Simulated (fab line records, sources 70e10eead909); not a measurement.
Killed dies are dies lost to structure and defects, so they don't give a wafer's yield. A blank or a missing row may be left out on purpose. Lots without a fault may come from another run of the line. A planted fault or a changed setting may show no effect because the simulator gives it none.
Chamber matching | flow nand_harc | NHARC_A_WL_FILL_CMP_12 on cmp-04: 4 sister chambers
The step polishes, t overpolish 30 s, target thk 100 nm. 8 wafers are shown with their chamber, then 10 later ones without.

WAFERS WITH THEIR CHAMBER
wafer  | chamber | motor_current_A (A) | time_to_endpoint_s (s)
L079.3 | 1       | 12.5                | 16.1
L083.5 | 0       | 11.2                | 18.2
L083.6 | 3       | 10.2                | 23.4
L086.1 | 2       | 14.6                | 16.4
L086.5 | 0       | 11.7                | 18.7
L086.6 | 3       | 9.8                 | 19.1
L088.3 | 2       | 14.4                | 20.3
L088.5 | 1       | 12.0                | 18.6

WAFERS WITHOUT THEIR CHAMBER
wafer  | motor_current_A (A) | time_to_endpoint_s (s)
L088.6 | 11.5                | 22.1
L091.1 | 11.0                | 20.8
L091.2 | 13.5                | 21.0
L091.3 | 11.4                | 14.9
L093.1 | 14.6                | 17.4
L093.3 | 10.4                | 20.2
L093.4 | 12.1                | 15.0
L096.2 | 11.4                | 23.8
L096.3 | 10.0                | 25.2
L096.6 | 13.1                | 25.1

WHICH CHAMBER EACH WENT THROUGH
wafer  | from the rows above          | in truth
L088.6 | can't be placed: 0 or 1      | 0
L091.1 | can't be placed: 0 or 3      | 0
L091.2 | can't be placed: 2 or 1      | 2
L091.3 | can't be placed: 0 or 1      | 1
L093.1 | 2                            | 2
L093.3 | 3                            | 3
L093.4 | can't be placed: 1 or 0      | 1
L096.2 | can't be placed: 0 or 1      | 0
L096.3 | 3                            | 3
L096.6 | can't be placed: 1 or 2 or 0 | 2
Placed correctly: 3 of 10. Can't be placed from these rows: 7 (the true chamber is among the candidates in 7). Placed wrongly: 0.
How it was worked out, from the rows above alone: a wafer's distance from a chamber is the root of the sum, over the readings, of the square of ((its reading less the chamber's mean) divided by the reading's scatter). The wafer belongs to the nearest chamber; if the next one is less than 2 further off, it can't be placed. A chamber's mean is the mean of its shown wafers. The scatter: the root of (the sum of the squares of (reading less its chamber's mean) over the shown wafers, divided by (wafers less chambers)).
